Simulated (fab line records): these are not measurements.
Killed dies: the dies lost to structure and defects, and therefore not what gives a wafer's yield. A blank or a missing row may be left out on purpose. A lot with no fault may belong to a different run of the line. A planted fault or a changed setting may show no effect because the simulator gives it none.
Comparing a struck lot with a sound one    flow n5_finfet    15 steps out of a route of 1938
Sound: these wafers, L822.3, L822.5, L822.6. Struck: wafer L830.5. (L830.2, L830.6 of the same lot were not struck and are left out.) The cause comes at the end.
At each step with rows: each side's tool, then ch and its chambers, then its first start. Under that, the readings that differ: sound wafers    struck wafers    difference of the means    sigmas: that difference in standard deviations of wafers without a fault.
alike: a reading whose means differ by less than 2 such deviations, as well as words and numbers matching on both sides. not compared: withheld readings; readings where some wafer has no value; bounds like >300 that might hide an equal value; numbers whose values overlap and for which the record gives no deviation.
A row with sigmas, a row that says differs or no value, or rows on one side alone: a step with any of these is where the two part. Non-overlapping numbers with no deviation appear without sigmas and do not part them. A reading that every wafer of one side lacks parts them only if that side has two wafers or more.

N5_MOL_CONTACT_COAG_STRIP_98: strips in N2/H2.
  sound on rie_diel-01 ch 2,3, day 5 20:58; struck on rie_diel-02 ch 1, day 7 23:10
  alike: bias_power_w, drypump_motor_current_A, oes_product_au, rf_vpp_V, showerhead_plenum_p_Torr, temp_c, throttle_valve_pct
  not compared: rf_hours_counter_h
N5_MOL_CONTACT_COAG_CD_MEAS_99: the cd target is 17.2 nm.
  sound: cd_sem-01 at day 5 21:02; struck: cd_sem-03 at day 7 23:14
  alike: cd_nm
then, 4 steps without rows for these wafers: N5_MOL_CONTACT_COAG_IMPLANT_129; N5_MOL_CONTACT_COAG_PRECLEAN_111 (cleans in NF3:NH3, afs cycles 1, time 20 s, sublimation time 60 s); N5_MOL_CONTACT_COAG_TI_SIL_19 (material Ti, target thk 4.2 nm, time 15 s); N5_MOL_CONTACT_COAG_ALD_20 (deposits TiN, target thk 1.5 nm, pulse time 1 s, purge time 3 s).
N5_MOL_CONTACT_COAG_SIL_ANNEAL_21: time 60 s.
  sound on rtp_anneal-01 ch 0, day 5 22:18; struck on rtp_anneal-01 ch 0, day 8 00:21
  alike: lamp_power_pct, lamp_zone_4_pct, wafer_temp_C_max
N5_MOL_CONTACT_COAG_PRE_CLEAN_141: time 60 s.
  sound: pvd_sputter-02 at day 5 23:09; struck: pvd_sputter-02 at day 8 01:13
  alike: heater_power_w
N5_MOL_CONTACT_COAG_SPUTTER_143: material Co, target thk 2.5 nm.
  sound: pvd_sputter-02 at day 5 23:13; struck: pvd_sputter-02 at day 8 01:16
  alike: substrate_temp_c, throttle_valve_pct
then, 2 steps without rows for these wafers: N5_MOL_CONTACT_COAG_CO_FILL_22 (material Co, precursor CCTBA/H2, target thk 20 nm); N5_MOL_CONTACT_COAG_ANNEAL_113 (time 300 s).
N5_MOL_CONTACT_COAG_PRE_CLEAN_142: time 60 s.
  sound: pvd_sputter-02 at day 6 02:13; struck: pvd_sputter-03 at day 8 03:35
  alike: heater_power_w
N5_MOL_CONTACT_COAG_SPUTTER_130: material Co, target thk 47.5 nm.
  sound: pvd_sputter-02 at day 6 02:17; struck: pvd_sputter-03 at day 8 03:38
reading                                               sound                 struck  difference  sigmas
cathode_dc_power_W (W)                                3000.1 3000.1 3000.4  2756.4  -243.8      -99 or more
model.Co_of_MOL_CONTACT_COAG_SPUTTER_130.thk_nm (nm)  48 48 49              43.4    -4.9        
  alike: substrate_temp_c, throttle_valve_pct
then, 1 step without rows for these wafers: N5_MOL_CONTACT_COAG_PRECLEAN_125 (cleans in DIW, time 57.5 s).
-- the record jumps here: 3 days lie between the struck wafers' starts before and after (it left off in module MOL_CONTACT_COAG and takes up again in module BEOL_M4, whose first step shown is number 1111 of the route) --
N5_BEOL_M4_RC_MEAS_101:
  sound on prober-02 ch 0, day 9 01:12; struck on prober-01 ch 0, day 11 05:38
reading        sound           struck  difference  sigmas
SS_N (mV/dec)  71.5 71.3 70.1  69.2    -1.8        -3
  alike: DIBL_N, DIBL_P, IOFF_N, IOFF_P, ION_N, ION_P, SS_P, VT_N, VT_P

## WHERE THEY PART
Earliest at N5_MOL_CONTACT_COAG_SPUTTER_130; latest, in this record, at N5_BEOL_M4_RC_MEAS_101.

WHY: whatever the simulator had introduced
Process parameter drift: pvd_sputter-03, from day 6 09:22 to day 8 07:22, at N5_MOL_CONTACT_COAG_SPUTTER_130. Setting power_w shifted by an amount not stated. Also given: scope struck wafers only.
